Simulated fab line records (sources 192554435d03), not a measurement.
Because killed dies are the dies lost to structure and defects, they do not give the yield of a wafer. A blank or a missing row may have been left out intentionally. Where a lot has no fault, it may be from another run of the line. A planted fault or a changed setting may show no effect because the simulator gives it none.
Chamber matching    flow n5 finfet    N5_BEOL_M10_VIA_ETCH_34 on rie diel-05: 4 sister chambers
The step etches SiCOH lowk in C4F6/O2, target depth 184.5 nm, time 69.2 s. 4 wafers are shown with their chamber, then 11 later ones without.

== WAFERS, EACH WITH ITS CHAMBER ==
wafer   chamber  showerhead plenum p Torr (Torr)
L081.4  3        2.79
L087.5  1        2.68
L087.6  0        2.96
L089.1  2        3.02

== WAFERS MISSING THEIR CHAMBER ==
wafer   showerhead plenum p Torr (Torr)
L089.2  2.79
L089.3  2.95
L089.4  3.02
L089.5  2.95
L089.6  2.79
L093.1  2.95
L093.2  2.79
L093.5  3.02
L092.2  3.02
L092.4  2.78
L092.6  3.02

== WHICH CHAMBER EACH ONE RAN IN ==
wafer   from the rows above  in truth
L089.2  3                    3
L089.3  0                    0
L089.4  2                    2
L089.5  0                    0
L089.6  3                    3
L093.1  0                    0
L093.2  3                    3
L093.5  2                    2
L092.2  2                    2
L092.4  3                    3
L092.6  2                    2
11 of 11 placed correctly. From these rows, 0 cannot be placed. 0 placed wrongly.
How it was worked out, from the rows above alone: a wafer's distance from a chamber is the root of the sum, over the readings, of the square of ((its reading less the chamber's mean) divided by the reading's scatter). The wafer belongs to the nearest chamber; if the next one is less than 2 further off, it can't be placed. The mean given for a chamber averages the wafers shown for that chamber. The scatter (one wafer shown for each chamber): square how far every hidden wafer sits from the nearest shown wafer, average those squares and take the square root.
